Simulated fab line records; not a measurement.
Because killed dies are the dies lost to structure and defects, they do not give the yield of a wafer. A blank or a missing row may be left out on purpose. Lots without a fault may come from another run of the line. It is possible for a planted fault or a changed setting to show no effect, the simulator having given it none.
3 desks looking at one fault | flow n5_finfet | every desk sees just its own numbers, and what lay behind them comes last

TOOL OWNER'S DESK, rie_diel-03
The tool's own readings at N5_SD_EPI_N_ETCH_34 (etches SiARC in CF4, target depth 45.5 nm, time 75.8 s): means of the sampled wafers that have a number, for each lot that ran on this tool. Any lot whose mean is over 4 standard deviations away from the usual mean is out of limits and marked OUT; that distance is given in the brackets. 7 of its 9 readings are shown, namely those furthest out on some lot.
Columns: A = bias_w at N5_SD_EPI_N_ETCH_34, usual 36.00 W; B = cf4_flow_sccm at N5_SD_EPI_N_ETCH_34, usual 100.0 sccm; C = etch_rf_on_time_s at N5_SD_EPI_N_ETCH_34, usual 76.5 s; D = mfc_ar_sccm at N5_SD_EPI_N_ETCH_34, usual 100.02 sccm; E = oes_product_au at N5_SD_EPI_N_ETCH_34, usual 0.64 a.u.; F = rf_vpp_V at N5_SD_EPI_N_ETCH_34, usual 184.2 V; G = throttle_valve_pct at N5_SD_EPI_N_ETCH_34, usual 15.68 %
lot  | first seen here | A     | B     | C    | D      | E    | F     | G
L769 | day 3 13:38     | 36.00 | 100.1 | 75.8 | 100.05 | 0.71 | 184.9 | 15.31
L774 | day 4 18:15     | 36.01 | 99.4  | 78.7 | 99.93  | 0.65 | 185.2 | 15.47
L788 | day 8 07:33     | 36.11 | 99.8  | 76.7 | 99.69  | 0.66 | 183.9 | 15.47
This desk's verdict: no lot among the 3 shows anything out of limits.

AT THE METROLOGY DESK
Lot by lot, what the gauges showed, no matter which tool ran the lot: averages of those sampled wafers that carry a number. Any lot whose mean is over 4 standard deviations away from the usual mean is out of limits and marked OUT; that distance is given in the brackets. 7 of its 11 readings are shown, namely those furthest out on some lot.
Columns: A = SD_N_BLK_OVL at N5_SD_EPI_N_OVL_MEAS_10, usual -0.1 nm; B = DIBL_P at N5_BEOL_M4_RC_MEAS_101, usual 37.1 mV/V; C = IOFF_P at N5_BEOL_M4_RC_MEAS_101, usual 0.22 nA/um; D = ION_N at N5_BEOL_M4_RC_MEAS_101, usual 674 uA/um; E = ION_P at N5_BEOL_M4_RC_MEAS_101, usual 463 uA/um; F = SS_N at N5_BEOL_M4_RC_MEAS_101, usual 71.7 mV/dec; G = VT_P at N5_BEOL_M4_RC_MEAS_101, usual -250 mV
lot  | first seen here | A    | B    | C    | D   | E   | F    | G
L767 | day 2 23:50     | -0.3 | 37.0 | 0.23 | 689 | 466 | 72.5 | -248
L768 | day 3 06:46     | -0.1 | 37.0 | 0.25 | 660 | 465 | 71.4 | -245
L769 | day 3 13:32     | 0.1  | 37.8 | 0.20 | 661 | 454 | 71.4 | -254
L774 | day 4 18:10     | 0.9  | 37.1 | 0.24 | 674 | 462 | 72.1 | -248
L778 | day 6 00:41     | -0.6 | -    | -    | -   | -   | -    | -
L779 | day 6 04:29     | -0.8 | -    | -    | -   | -   | -    | -
L786 | day 7 20:17     | 0.6  | 35.8 | 0.25 | 681 | 468 | 71.4 | -246
L787 | day 7 22:59     | -0.7 | 34.8 | 0.23 | 671 | 463 | 72.0 | -249
L788 | day 8 07:11     | 0.1  | 39.8 | 0.25 | 679 | 462 | 72.5 | -249
This desk's verdict: no lot among the 9 shows anything out of limits.

THE DEFECT DESK
Lot by lot, what the route's inspections counted, given as the mean of those sampled wafers with a number. Any lot whose mean is over 4 standard deviations away from the usual mean is out of limits and marked OUT; that distance is given in the brackets.
Columns: A = raw_defect_count at N5_SD_EPI_N_INSPECT_11, usual 2.0
lot  | first seen here | A
L767 | day 2 23:51     | 1.0
L768 | day 3 06:47     | 1.3
L769 | day 3 13:34     | 1.3
L774 | day 4 18:11     | 1.3
L778 | day 6 00:42     | 3.0
L779 | day 6 04:31     | 2.3
L786 | day 7 20:19     | 2.0
L787 | day 7 23:01     | 3.3
L788 | day 8 07:12     | 2.0
This desk's verdict: no lot among the 9 shows anything out of limits.

TAKEN TOGETHER
The tool owner's desk saw nothing out of limits.
At the metrology desk, nothing out of limits was observed.
Nothing the defect desk looked at was out of limits.

WHAT HAD BEEN PUT IN BY THE SIMULATOR
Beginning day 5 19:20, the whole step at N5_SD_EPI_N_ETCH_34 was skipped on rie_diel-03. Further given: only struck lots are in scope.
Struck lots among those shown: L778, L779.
